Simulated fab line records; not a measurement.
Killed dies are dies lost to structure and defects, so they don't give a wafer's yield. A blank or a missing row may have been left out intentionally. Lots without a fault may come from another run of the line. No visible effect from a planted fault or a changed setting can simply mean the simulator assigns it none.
A struck lot beside a sound one :: flow nand harc :: 41 steps out of a route of 1302
Sound: these wafers, L765.1, L765.2, L765.4. Wafers L777.3, L777.5, L777.6 were the ones struck. The cause is named last.
Per side, at each step with rows, come the tool, then ch with its chambers, and then its first start. Under that, the readings that differ: sound wafers :: struck wafers :: difference of the means :: sigmas: that difference in standard deviations of wafers without a fault.
alike: readings whose means differ by less than 2 such deviations, and words and numbers that are the same on both sides. not compared: withheld readings, readings that some wafer has no value for, bounds like >300 that may hide the same value, and numbers for which the record gives no deviation and whose values overlap.
The two part at a step that has a row with sigmas, a row that says differs or no value, or rows on one side only. Numbers that have no deviation but don't overlap get no sigmas and don't part them. A reading that every wafer of one side lacks parts them only if that side has two wafers or more.

NHARC_A_M1_CD_MEAS_09 targets a cd of 120 nm.
  sound on cd sem-02 ch 0, day 23 20:29; struck on cd sem-01 ch 0, day 28 20:16
  alike: cd nm
NHARC_A_M1_OVL_MEAS_10: pitch 240 nm.
  struck on overlay-02, day 28 20:20; sound on overlay-01, day 23 20:34
  alike: overlay x nm, overlay y nm
NHARC_A_M1_INSPECT_11:
  struck on defect inspect-02, day 28 20:23; sound on defect inspect-02, day 23 20:37
  alike: raw defect count
NHARC_A_M1_DESCUM_14: chemistry O2, time 3 s.
  sound on rie diel-01 ch 0,2,3, day 23 20:40; struck on rie diel-10 ch 0,1,3, day 28 20:28
  alike: drypump motor current A, oes product au, rf vpp V, showerhead plenum p Torr, throttle valve pct
  not compared: rf hours counter h
then, 2 steps without rows for these wafers: NHARC_A_M1_ETCH_35 (etches the open film in N2/H2, target depth 40 nm, overetch 12 nm, time 43.94 s); NHARC_A_M1_ETCH_15 (etches the open film in C4F8/Ar, target depth 182.5 nm, time 91.2 s).
NHARC_A_M1_CD_MEAS_16:
  struck on cd sem-03, day 28 20:45; sound on cd sem-03, day 23 20:59
  alike: cd nm
NHARC_A_M1_STRIP_18: strips in N2/H2.
  sound on rie diel-04 ch 2,3, day 23 21:03; struck on rie diel-01 ch 0,1, day 28 20:50
  alike: drypump motor current A, oes product au, rf vpp V, showerhead plenum p Torr, throttle valve pct
  not compared: rf hours counter h
then, 4 steps without rows for these wafers: NHARC_A_M1_ETCH_28 (etches the open film in CF4/N2, target depth 30 nm, time 72.99 s); NHARC_A_M1_STRIP_19 (strips in post etch residue remover, time 600 s); NHARC_A_M1_DEGAS_29 (time 60 s); NHARC_A_M1_PRE_CLEAN_30 (time 30 s).
NHARC_A_M1_PVD_20: deposits TaN, target thk 5 nm, time 8.06 s.
  struck on pvd sputter-03, day 28 21:34; sound on pvd sputter-03, day 23 21:53
  alike: throttle valve pct
NHARC_A_M1_PVD_21: deposits Cu, target thk 30 nm, time 20.49 s.
  sound on pvd sputter-03; struck on pvd sputter-03
  alike: throttle valve pct
then, 3 steps without rows for these wafers: NHARC_A_M1_ECD_22 (material Cu, target thk 400 nm); NHARC_A_M1_ANNEAL_31 (time 90 s); NHARC_A_M1_CMP_23 (polishes, t overpolish 20 s, target thk 154.34 nm).
NHARC_A_M1_THK_MEAS_24: measures by xrf.
  struck on film metro-02, day 28 22:52; sound on film metro-01, day 23 23:09
  alike: thk nm
after that, 1 step had no rows for these wafers: NHARC_A_M1_SRD_25.
NHARC_A_M1_PRE_CLEAN_32: time 12 s.
  sound on pecvd-04 ch 0,2, day 23 23:23; struck on pecvd-02 ch 0,2, day 28 23:05
  alike: heater power w
then, 2 steps without rows for these wafers: NHARC_A_M1_DEP_33 (deposits SiCN, target thk 30 nm); NHARC_A_BONDPAD_DEP_00 (deposits SiCN, target thk 250 nm).
NHARC_A_BONDPAD_CMP_29: polishes SiCN, target thk 200 nm.
  sound on cmp-02 ch 1,2,3, day 24 00:25; struck on cmp-04 ch 1,2,3, day 29 00:11
  alike: motor current A
NHARC_A_BONDPAD_THK_MEAS_30: measures by ellipsometry.
  struck on film metro-01, day 29 00:22; sound on film metro-02, day 24 00:40
  alike: thk nm
then, 10 steps without rows for these wafers: NHARC_A_BONDPAD_SRD_31; NHARC_A_BONDPAD_DEHYDRATE_01 (time 120 s); NHARC_A_BONDPAD_HMDS_02 (time 30 s); NHARC_A_BONDPAD_COAT_33 (time 65 s); NHARC_A_BONDPAD_COAT_03 (resist thk 600 nm); NHARC_A_BONDPAD_SOFTBAKE_04 (time 70 s); NHARC_A_BONDPAD_EBR_05; NHARC_A_BONDPAD_EXPOSE_06 (exposes mask A BPAD); NHARC_A_BONDPAD_PEB_07 (peb time 80 s); NHARC_A_BONDPAD_DEVELOP_08 (time 50 s).
NHARC_A_BONDPAD_CD_MEAS_09 targets a cd of 500 nm.
  sound on cd sem-03 ch 0, day 24 01:14; struck on cd sem-03 ch 0, day 29 00:56
  alike: cd nm
NHARC_A_BONDPAD_OVL_MEAS_35:
  struck on overlay-02, day 29 01:01; sound on overlay-01, day 24 01:20
  alike: overlay x nm, overlay y nm
then, 4 steps without rows for these wafers: NHARC_A_BONDPAD_HARDBAKE_10 (time 65 s); NHARC_A_BONDPAD_DESCUM_11 (chemistry O2, time 3 s); NHARC_A_BONDPAD_ETCH_34 (etches the open film in N2/H2, target depth 60 nm, overetch 18 nm, time 65.91 s); NHARC_A_BONDPAD_ETCH_12 (etches the open film in CHF3/O2, target depth 220 nm, time 110 s).
NHARC_END_SORT_01:
  here the record holds rows for the struck wafers (prober-02 ch 0, day 30 06:20) but none for the sound ones

WHERE THEY PART
NHARC_END_SORT_01 only, going by this record.

WHY: what the simulator had put in
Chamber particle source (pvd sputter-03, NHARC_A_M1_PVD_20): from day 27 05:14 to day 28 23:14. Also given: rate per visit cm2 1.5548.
